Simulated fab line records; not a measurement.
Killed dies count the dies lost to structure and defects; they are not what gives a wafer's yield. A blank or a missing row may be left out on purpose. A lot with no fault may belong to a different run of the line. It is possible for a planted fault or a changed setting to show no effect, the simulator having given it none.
fab line records + flow nand-harc
[record]
- lots = 15
- wafers = 45
- last-day = 33
route steps=1302 shown P_M0@267
lots with no fault: from the same line, run without faults
start-h: the number of hours between the record's first day and the start of the first shown wafer of the lot + wait-h: hours since the lot's step before + " the same as in the row above + L1.1+2: several wafers, shown together as one row + - either no value or no given start + * or withheld: withheld + < > ~ a bound
route shown NAME@n: a module of which the file shows steps, and the number in the route of the first + usual: the fault-free wafers' mean and standard deviation + same: alike in all rows + chamber/n: place in a boat + sites: per-site readings + _std_site: the values' standard deviation + _edge_site: the outer-site mean with the inner-site mean subtracted + radius-mm: how far each site lies from the wafer's centre + mask NAME#n: copy n + behind: the most recent tool/chamber to have shaped the wafer + hold: why the lot went on hold/how many hours it stayed there/how the hold came to an end + device: transistor that didn't switch, given as n, p or np + end of line: the same wafers' tests at the end of the route + where a step has no rows: the recipe by itself + killed: at the first sort, the dies lost to defects and structure; wafer yield is something else + map: dies across one wafer; x = killed, . = not, _ = none there
set.NAME: setting as actually run; set.NAME@STEP: the setting as run at that earlier step + model.NAME: the simulator's own value behind a step, which no gauge read
one table for each step of the route and one row for each wafer, over a sample of lots
services: the hour from which a tool's chamber was out of use, counted from the record's first day as start-h (under 0 if before that day), plus the number of hours and why
[[steps]]
[step NHARC_P_M0_ETCH_34]
[recipe]
- target-depth-a = 400
- overetch-a = 120
- time-s = 43.94
- ion-energy-ev = 200
- n2-flow-sccm = 150
- h2-flow-sccm = 150
- ar-flow-sccm = 0
- rf-w = 400
- bias-w = 150
- chemistry = N2/H2
[usual]
- drypump-motor-current-A = 5.7/0.41
- oes-product-au = 1.003/0.01
- rf-vpp-V = 429.4/2.8
- showerhead-plenum-p-Torr = 2.00/0.094
- throttle-valve-pct = 14.171/0.0082
[same]
- time-s = 43.94
| lot.wafer | tool        | chamber | start-h | wait-h | drypump-motor-current-A | oes-product-au | rf-hours-counter-h | rf-vpp-V | showerhead-plenum-p-Torr | throttle-valve-pct |
|-----------|-------------|---------|---------|--------|-------------------------|----------------|--------------------|----------|--------------------------|--------------------|
| L509.3    | rie-diel-08 | 3       | 146.00  | 0.1    | 6.1                     | 0.988          | 45                 | 427.3    | 1.95                     | 14.165             |
| L509.6    | "           | 0       | "       | "      | 5.3                     | 1.006          | -                  | 431.7    | 2.06                     | 14.173             |
| L509.5    | "           | 1       | "       | "      | 4.8                     | 0.996          | -                  | 432.1    | 2.04                     | 14.173             |
| L512.4    | rie-diel-09 | 1       | 171.94  | 0.1    | 5.6                     | 1.015          | 2                  | 425.3    | 1.90                     | 14.161             |
| L512.1    | "           | 3       | "       | "      | 6.2                     | 1.012          | 2                  | 428.0    | 1.92                     | 14.184             |
| L512.6    | "           | 1       | "       | "      | 5.7                     | 1.014          | -                  | 425.0    | 1.90                     | 14.178             |
| L511.2    | rie-diel-09 | 1       | 172.31  | 0.1    | 5.7                     | 1.009          | 2                  | 426.9    | 1.90                     | 14.170             |
| L511.3    | "           | 2       | "       | "      | 5.7                     | 1.013          | 2                  | 427.2    | 1.91                     | 14.172             |
| L511.5    | "           | 1       | "       | "      | 5.7                     | 1.017          | -                  | 425.9    | 1.90                     | 14.161             |
| L513.2    | rie-diel-08 | 1       | 189.92  | 0.1    | 4.8                     | 1.003          | 57                 | 430.6    | 2.03                     | 14.177             |
| L513.4    | "           | 1       | "       | "      | 4.8                     | 0.992          | -                  | 430.2    | 2.03                     | 14.167             |
| L513.6    | "           | 2       | "       | "      | 5.9                     | 0.994          | -                  | 429.4    | 2.04                     | 14.173             |
| L516.4    | rie-diel-08 | 3       | 212.84  | 0.2    | 6.1                     | 0.972          | 6                  | 428.4    | 1.94                     | 14.183             |
| L516.3    | "           | 0       | "       | "      | 5.3                     | 0.989          | 1                  | 431.2    | 2.06                     | 14.175             |
| L516.5    | "           | 2       | "       | "      | 5.9                     | 0.980          | -                  | 429.2    | 2.04                     | 14.173             |
| L517.2    | rie-diel-08 | 1       | 230.02  | 0.1    | 4.8                     | 0.993          | 11                 | 431.3    | 2.03                     | 14.166             |
| L517.5    | "           | 0       | "       | "      | 5.3                     | 0.999          | -                  | 430.1    | 2.06                     | 14.184             |
| L517.6    | "           | 1       | "       | "      | 4.8                     | 1.000          | -                  | 430.4    | 2.03                     | 14.166             |
| L518.1    | rie-diel-09 | 2       | 235.39  | 0.1    | 5.6                     | 1.007          | 13                 | 426.6    | 1.91                     | 14.182             |
| L518.3    | "           | 3       | "       | "      | 6.2                     | 1.022          | 12                 | 427.7    | 1.92                     | 14.177             |
| L518.6    | "           | 1       | "       | "      | 5.7                     | 1.013          | -                  | 427.2    | 1.90                     | 14.181             |
| L522.1    | rie-diel-09 | 3       | 266.51  | 0.1    | 6.2                     | 1.019          | 16                 | 428.3    | 1.92                     | 14.186             |
| L522.2    | "           | 0       | "       | "      | 5.3                     | 1.005          | 17                 | 434.8    | 2.18                     | 14.174             |
| L522.3    | "           | 1       | "       | "      | 5.7                     | 1.012          | 18                 | 427.3    | 1.90                     | 14.161             |
| L523.1    | rie-diel-08 | 2       | 282.32  | 0.1    | 5.9                     | 1.008          | 32                 | 430.5    | 2.03                     | 14.174             |
| L523.5    | "           | 0       | "       | "      | 5.3                     | 1.004          | -                  | 431.3    | 2.05                     | 14.166             |
| L523.4    | "           | 3       | "       | "      | 6.1                     | 0.997          | -                  | 427.4    | 1.93                     | 14.174             |
| L524.4    | rie-diel-08 | 0       | 287.46  | 0.1    | 5.3                     | 1.003          | 28                 | 431.4    | 2.05                     | 14.160             |
| L524.2    | "           | 1       | "       | "      | 4.8                     | 1.004          | 30                 | 430.1    | 2.02                     | 14.158             |
| L524.5    | "           | 0       | "       | "      | 5.3                     | 0.991          | -                  | 431.0    | 2.05                     | 14.168             |
| L525.1    | rie-diel-09 | 2       | 307.29  | 0.1    | 5.6                     | 1.005          | 26                 | 426.8    | 1.91                     | 14.166             |
| L525.5    | "           | 0       | "       | "      | 5.3                     | 1.000          | -                  | 434.4    | 2.17                     | 14.176             |
| L525.6    | "           | 1       | "       | "      | 5.7                     | 1.013          | -                  | 426.9    | 1.90                     | 14.157             |
| L526.1    | rie-diel-09 | 3       | 308.21  | 0.1    | 6.2                     | 1.013          | 25                 | 427.3    | 1.92                     | 14.159             |
| L526.2    | "           | 2       | "       | "      | 5.6                     | 1.001          | 26                 | 427.0    | 1.91                     | 14.178             |
| L526.5    | "           | 3       | "       | "      | 6.2                     | 1.015          | -                  | 426.1    | 1.92                     | 14.161             |
| L527.1    | rie-diel-11 | 1       | 322.60  | 0.1    | 5.8                     | 0.986          | 16                 | 429.8    | 2.01                     | 14.189             |
| L527.2    | "           | 2       | "       | "      | 6.4                     | 1.005          | 16                 | 427.6    | 1.96                     | 14.160             |
| L527.5    | "           | 0       | "       | "      | 5.5                     | 0.986          | -                  | 431.2    | 2.06                     | 14.177             |
| L529.3    | rie-diel-11 | 3       | 344.02  | 0.1    | 5.9                     | 1.009          | 22                 | 428.8    | 1.99                     | 14.176             |
| L529.5    | "           | 1       | "       | "      | 5.8                     | 1.013          | -                  | 429.3    | 2.00                     | 14.163             |
| L529.6    | "           | 2       | "       | "      | 6.4                     | 1.002          | -                  | 428.6    | 1.95                     | 14.169             |
| L530.3    | rie-diel-09 | 2       | 352.03  | 0.1    | 5.6                     | 0.994          | 5                  | 425.6    | 1.90                     | 14.168             |
| L530.1    | "           | 3       | "       | "      | 6.2                     | 1.004          | 6                  | 425.9    | 1.91                     | 14.166             |
| L530.6    | "           | 2       | "       | "      | 5.7                     | 0.996          | -                  | 427.1    | 1.90                     | 14.170             |
[step NHARC_P_M0_PVD_20]
[recipe]
- target-thk-a = 50
- bias-v = 168.6
- power-w = 15000
- chamber-pressure-pa = 0.12
- time-s = 8.06
- substrate-temp-c = 50
- material = TaN
[usual]
- bias-v = 168.7/1.7
- cathode-dc-power-W = 15000/2.7
- throttle-valve-pct = 30.0/0.85
- time-s = 8.06/0
| lot.wafer | tool           | chamber | start-h | wait-h | bias-v | cathode-dc-power-W | throttle-valve-pct | time-s |
|-----------|----------------|---------|---------|--------|--------|--------------------|--------------------|--------|
| L509.3    | pvd-sputter-02 | -       | 146.93  | -      | 169.9  | 14999              | 30.4               | 8.06   |
| L509.5    | "              | -       | "       | "      | 166.6  | 15002              | 30.7               | 8.06   |
| L509.6    | "              | -       | "       | "      | 169.0  | 15004              | 31.1               | 8.06   |
| L512.4    | pvd-sputter-01 | -       | 172.95  | -      | 171.0  | 15004              | 30.6               | 8.06   |
| L512.1    | "              | -       | "       | "      | 168.5  | 14997              | 30.7               | 8.06   |
| L512.6    | "              | -       | "       | "      | 167.1  | 15002              | 30.2               | 8.06   |
| L511.2    | pvd-sputter-02 | -       | 173.25  | -      | 170.6  | 14996              | 30.6               | 8.06   |
| L511.3    | "              | -       | "       | "      | 168.1  | 15001              | 30.2               | 8.06   |
| L511.5    | "              | -       | "       | "      | 169.5  | 15002              | 30.9               | 8.06   |
| L513.4    | pvd-sputter-01 | -       | 190.90  | -      | 171.3  | 15002              | 30.1               | 8.06   |
| L513.2    | "              | -       | "       | "      | 165.5  | 14998              | 29.9               | 8.06   |
| L513.6    | "              | -       | "       | "      | 167.6  | 14999              | 30.0               | 8.06   |
| L516.3    | pvd-sputter-02 | -       | 213.78  | -      | -      | -                  | -                  | -      |
| L516.4    | "              | -       | "       | "      | -      | -                  | -                  | -      |
| L516.5    | "              | -       | "       | "      | -      | -                  | -                  | -      |
| L517.2    | pvd-sputter-03 | -       | 230.98  | -      | -      | -                  | -                  | -      |
| L517.5    | "              | -       | "       | "      | -      | -                  | -                  | -      |
| L517.6    | "              | -       | "       | "      | -      | -                  | -                  | -      |
| L518.3    | pvd-sputter-03 | -       | 236.35  | -      | -      | -                  | -                  | -      |
| L518.1    | "              | -       | "       | "      | -      | -                  | -                  | -      |
| L518.6    | "              | -       | "       | "      | -      | -                  | -                  | -      |
| L522.3    | pvd-sputter-01 | -       | 267.45  | -      | 167.7  | 14999              | 30.5               | 8.06   |
| L522.1    | "              | -       | "       | "      | 168.8  | 14999              | 30.5               | 8.06   |
| L522.2    | "              | -       | "       | "      | 167.4  | 15000              | 29.7               | 8.06   |
| L523.4    | pvd-sputter-03 | -       | 283.35  | -      | 166.7  | 15000              | 28.9               | 8.06   |
| L523.1    | "              | -       | "       | "      | 166.3  | 14999              | 29.4               | 8.06   |
| L523.5    | "              | -       | "       | "      | 167.3  | 14996              | 28.2               | 8.06   |
| L524.4    | pvd-sputter-01 | -       | 291.25  | -      | 169.7  | 14993              | 30.0               | 8.06   |
| L524.2    | "              | -       | "       | "      | 167.4  | 15002              | 30.1               | 8.06   |
| L524.5    | "              | -       | "       | "      | 171.0  | 14999              | 30.3               | 8.06   |
| L525.1    | pvd-sputter-02 | -       | 308.29  | -      | 171.9  | 14999              | 31.0               | 8.06   |
| L525.5    | "              | -       | "       | "      | 168.8  | 14998              | 29.2               | 8.06   |
| L525.6    | "              | -       | "       | "      | 167.5  | 14996              | 30.6               | 8.06   |
| L526.2    | pvd-sputter-02 | -       | 309.19  | -      | 169.4  | 15002              | 30.9               | 8.06   |
| L526.1    | "              | -       | "       | "      | 167.5  | 14996              | 30.0               | 8.06   |
| L526.5    | "              | -       | "       | "      | 166.4  | 15001              | 30.9               | 8.06   |
| L527.1    | pvd-sputter-03 | -       | 323.56  | -      | 166.7  | 15001              | 29.5               | 8.06   |
| L527.2    | "              | -       | "       | "      | 166.1  | 15005              | 30.9               | 8.06   |
| L527.5    | "              | -       | "       | "      | 170.1  | 14995              | 31.0               | 8.06   |
| L529.3    | pvd-sputter-03 | -       | 345.00  | -      | 166.3  | 14999              | 28.4               | 8.06   |
| L529.5    | "              | -       | "       | "      | 170.5  | 15000              | 28.7               | 8.06   |
| L529.6    | "              | -       | "       | "      | 169.7  | 14996              | 29.3               | 8.06   |
| L530.1    | pvd-sputter-01 | -       | 352.98  | -      | 168.0  | 15006              | 30.3               | 8.06   |
| L530.3    | "              | -       | "       | "      | 169.8  | 15002              | 30.9               | 8.06   |
| L530.6    | "              | -       | "       | "      | 168.2  | 15000              | 30.2               | 8.06   |
[step NHARC_P_M0_ANNEAL_30]
[recipe]
- temp-c = 225
- time-s = 90
[usual]
- wafer_temp_C_max = 226.8/0.37
[same]
- time-s = 90
| lot.wafer | tool          | chamber | start-h | wait-h | wafer_temp_C_max |
|-----------|---------------|---------|---------|--------|------------------|
| L509.3    | rtp-anneal-01 | 0       | 147.67  | 0.3    | 227.1            |
| L509.5    | "             | 0       | "       | "      | 226.2            |
| L509.6    | "             | 0       | "       | "      | 226.5            |
| L512.1    | rtp-anneal-01 | 0       | 173.57  | -      | 227.1            |
| L512.4    | "             | 0       | "       | "      | 226.6            |
| L512.6    | "             | 0       | "       | "      | 228.0            |
| L511.2    | rtp-anneal-02 | 0       | 173.92  | 0.4    | 226.5            |
| L511.3    | "             | 0       | "       | "      | 226.7            |
| L511.5    | "             | 0       | "       | "      | 227.2            |
| L513.2    | rtp-anneal-01 | 0       | 191.58  | -      | 226.5            |
| L513.4    | "             | 0       | "       | "      | 226.0            |
| L513.6    | "             | 0       | "       | "      | 227.3            |
| L516.3    | rtp-anneal-01 | 0       | 214.55  | 0.4    | 226.6            |
| L516.4    | "             | 0       | "       | "      | 226.7            |
| L516.5    | "             | 0       | "       | "      | 227.2            |
| L517.2    | rtp-anneal-01 | 0       | 231.64  | -      | 226.3            |
| L517.5    | "             | 0       | "       | "      | 226.8            |
| L517.6    | "             | 0       | "       | "      | 226.2            |
| L518.1    | rtp-anneal-01 | 0       | 236.94  | -      | 227.1            |
| L518.3    | "             | 0       | "       | "      | 226.8            |
| L518.6    | "             | 0       | "       | "      | 226.8            |
| L522.1    | rtp-anneal-01 | 0       | 268.08  | -      | 226.7            |
| L522.2    | "             | 0       | "       | "      | 227.1            |
| L522.3    | "             | 0       | "       | "      | 226.9            |
| L523.1    | rtp-anneal-02 | 0       | 283.96  | 0.3    | 226.8            |
| L523.4    | "             | 0       | "       | "      | 226.5            |
| L523.5    | "             | 0       | "       | "      | 226.4            |
| L524.2    | rtp-anneal-01 | 0       | 292.02  | 0.3    | 227.1            |
| L524.4    | "             | 0       | "       | "      | 226.6            |
| L524.5    | "             | 0       | "       | "      | 227.8            |
| L525.1    | rtp-anneal-02 | 0       | 308.88  | -      | 226.8            |
| L525.5    | "             | 0       | "       | "      | 226.9            |
| L525.6    | "             | 0       | "       | "      | 226.3            |
| L526.1    | rtp-anneal-01 | 0       | 309.79  | 0.3    | 226.5            |
| L526.2    | "             | 0       | "       | "      | 227.0            |
| L526.5    | "             | 0       | "       | "      | 226.4            |
| L527.1    | rtp-anneal-01 | 0       | 324.22  | 0.4    | 226.5            |
| L527.2    | "             | 0       | "       | "      | 226.6            |
| L527.5    | "             | 0       | "       | "      | 226.9            |
| L529.3    | rtp-anneal-02 | 0       | 345.69  | 0.3    | 226.6            |
| L529.5    | "             | 0       | "       | "      | 226.9            |
| L529.6    | "             | 0       | "       | "      | 226.7            |
| L530.1    | rtp-anneal-01 | 0       | 353.58  | -      | 226.7            |
| L530.3    | "             | 0       | "       | "      | 226.4            |
| L530.6    | "             | 0       | "       | "      | 226.3            |
[step NHARC_P_M0_INSPECT_27]
[usual]
- raw-defect-count = 305/130
| lot.wafer | tool              | chamber | start-h | wait-h | raw-defect-count |
|-----------|-------------------|---------|---------|--------|------------------|
| L509.3    | defect-inspect-02 | -       | 148.38  | 0.0    | 221              |
| L509.5    | "                 | -       | "       | "      | 229              |
| L509.6    | "                 | -       | "       | "      | 372              |
| L512.1    | defect-inspect-02 | -       | 174.39  | 0.0    | 207              |
| L512.4    | "                 | -       | "       | "      | 247              |
| L512.6    | "                 | -       | "       | "      | 175              |
| L511.2    | defect-inspect-01 | -       | 174.69  | 0.0    | 183              |
| L511.3    | "                 | -       | "       | "      | 457              |
| L511.5    | "                 | -       | "       | "      | 305              |
| L513.2    | defect-inspect-02 | -       | 192.34  | 0.0    | 474              |
| L513.4    | "                 | -       | "       | "      | 680              |
| L513.6    | "                 | -       | "       | "      | 391              |
| L516.3    | defect-inspect-01 | -       | 215.27  | 0.0    | 432              |
| L516.4    | "                 | -       | "       | "      | 377              |
| L516.5    | "                 | -       | "       | "      | 246              |
| L517.2    | defect-inspect-02 | -       | 232.41  | 0.0    | 186              |
| L517.5    | "                 | -       | "       | "      | 386              |
| L517.6    | "                 | -       | "       | "      | 249              |
| L518.1    | defect-inspect-02 | -       | 237.76  | 0.0    | 265              |
| L518.3    | "                 | -       | "       | "      | 181              |
| L518.6    | "                 | -       | "       | "      | 213              |
| L522.1    | defect-inspect-01 | -       | 268.90  | 0.0    | 369              |
| L522.2    | "                 | -       | "       | "      | 368              |
| L522.3    | "                 | -       | "       | "      | 372              |
| L523.1    | defect-inspect-01 | -       | 284.78  | 0.0    | 336              |
| L523.4    | "                 | -       | "       | "      | 205              |
| L523.5    | "                 | -       | "       | "      | 263              |
| L524.2    | defect-inspect-02 | -       | 292.79  | 0.0    | 383              |
| L524.4    | "                 | -       | "       | "      | 272              |
| L524.5    | "                 | -       | "       | "      | 381              |
| L525.1    | defect-inspect-02 | -       | 309.70  | 0.0    | 186              |
| L525.5    | "                 | -       | "       | "      | 220              |
| L525.6    | "                 | -       | "       | "      | 177              |
| L526.1    | defect-inspect-02 | -       | 310.62  | 0.0    | 233              |
| L526.2    | "                 | -       | "       | "      | 440              |
| L526.5    | "                 | -       | "       | "      | 648              |
| L527.1    | defect-inspect-01 | -       | 325.03  | 0.0    | 161              |
| L527.2    | "                 | -       | "       | "      | 143              |
| L527.5    | "                 | -       | "       | "      | 170              |
| L529.3    | defect-inspect-02 | -       | 346.40  | 0.0    | 257              |
| L529.5    | "                 | -       | "       | "      | 295              |
| L529.6    | "                 | -       | "       | "      | 137              |
| L530.1    | defect-inspect-01 | -       | 354.40  | 0.0    | 705              |
| L530.3    | "                 | -       | "       | "      | 274              |
| L530.6    | "                 | -       | "       | "      | 230              |
[[services]]
| tool           | chamber | start-h | hours | kind       |
|----------------|---------|---------|-------|------------|
| rie-diel-09    | 0       | 122.12  | -     | clean      |
| rie-diel-09    | 1       | 122.12  | -     | clean      |
| rie-diel-09    | 2       | 122.12  | -     | clean      |
| rie-diel-09    | 3       | 122.12  | -     | clean      |
| rie-diel-09    | 3       | 122.63  | 4.3   | repair     |
| rie-diel-09    | -       | 143.10  | 9.0   | pm         |
| rie-diel-09    | 0       | 143.10  | 9.0   | vent-cycle |
| rie-diel-09    | 1       | 143.10  | 9.0   | vent-cycle |
| rie-diel-09    | 2       | 143.10  | 9.0   | vent-cycle |
| rie-diel-08    | 0       | 166.88  | 42.8  | repair     |
| pvd-sputter-03 | -       | 170.18  | 10.0  | pm         |
| rie-diel-08    | -       | 174.12  | 0.1   | repair     |
| rie-diel-08    | -       | 191.24  | 9.0   | pm         |
| pvd-sputter-01 | -       | 226.00  | 10.0  | pm         |
| rie-diel-11    | 3       | 254.05  | 4.2   | repair     |
| rie-diel-11    | -       | 255.52  | 9.0   | pm         |
| pvd-sputter-01 | -       | 272.83  | 5.4   | repair     |
| rie-diel-08    | 1       | 278.01  | 5.6   | repair     |
| pvd-sputter-02 | -       | 282.00  | 10.0  | pm         |
| rie-diel-09    | -       | 287.54  | 0.2   | repair     |
| rie-diel-08    | 2       | 292.08  | 1.3   | repair     |
| rie-diel-09    | -       | 320.19  | 9.0   | pm         |
| rie-diel-09    | -       | 332.54  | 0.6   | repair     |
| pvd-sputter-03 | -       | 348.18  | 10.0  | pm         |
[[key]]
[first-sign]
- step = NHARC_P_M0_PVD_20
- reading = tool-record
- direction = missing
effect none on later readings
met-at NHARC_P_M0_PVD_20
struck-lots L516,L517,L518
later-rows-left-out L516.3,L516.4,L516.5,L517.2,L517.5,L517.6,L518.1,L518.3,L518.6
sort-left-out L516.3,L516.4,L516.5,L517.2,L517.5,L517.6,L518.1,L518.3,L518.6
not-acting-at NHARC_P_M0_ETCH_34,NHARC_P_M0_ANNEAL_30,NHARC_P_M0_INSPECT_27
onset-between 173.25 213.78
[fault]
- kind = skipped-step-whole
- tool = pvd-sputter-02,pvd-sputter-03
- chamber = -
- onset-h = 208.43
- steps = NHARC_P_M0_PVD_20
- scope = struck-lots-only
// sort-left-out: the simulated sort isn't trusted on such a fault, so these wafers' sort isn't shown, and their yield isn't known
// later-rows-left-out: the simulator's readings of these wafers behind a module that went badly wrong aren't trusted and aren't shown, but for the sort
